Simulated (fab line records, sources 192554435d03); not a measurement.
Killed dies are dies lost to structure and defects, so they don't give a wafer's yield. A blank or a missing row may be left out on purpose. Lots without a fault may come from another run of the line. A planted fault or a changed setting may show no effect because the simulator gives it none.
Chamber matching | flow n5_finfet | N5_GATE_CUT_STRIP_59 on rie_diel-04: 4 sister chambers
The step strips in N2/H2, time 20 s. 4 wafers are shown with their chamber, then 10 later ones without.

WAFERS WITH THEIR CHAMBER
wafer  | chamber | drypump_motor_current_A (A)
L087.1 | 1       | 6.3
L088.4 | 2       | 5.9
L088.5 | 3       | 5.3
L089.5 | 0       | 5.7

WAFERS WITHOUT THEIR CHAMBER
wafer  | drypump_motor_current_A (A)
L089.6 | 6.4
L090.1 | 5.3
L090.4 | 6.3
L090.5 | 6.3
L094.1 | 5.9
L094.4 | 5.9
L094.6 | 5.2
L096.3 | 5.2
L096.4 | 6.4
L096.5 | 5.9

WHICH CHAMBER EACH WENT THROUGH
wafer  | from the rows above | in truth
L089.6 | 1                   | 1
L090.1 | 3                   | 3
L090.4 | 1                   | 1
L090.5 | 1                   | 1
L094.1 | 2                   | 2
L094.4 | 2                   | 2
L094.6 | 3                   | 3
L096.3 | 3                   | 3
L096.4 | 1                   | 1
L096.5 | 2                   | 2
Placed correctly: 10 of 10. Can't be placed from these rows: 0. Placed wrongly: 0.
How it was worked out, from the rows above alone: a wafer's distance from a chamber is the root of the sum, over the readings, of the square of ((its reading less the chamber's mean) divided by the reading's scatter). The wafer belongs to the nearest chamber; if the next one is less than 2 further off, it can't be placed. A chamber's mean is the mean of its shown wafers. The scatter: with one shown wafer a chamber, the root of the mean of the squares of how far each hidden wafer lies from its nearest shown one.
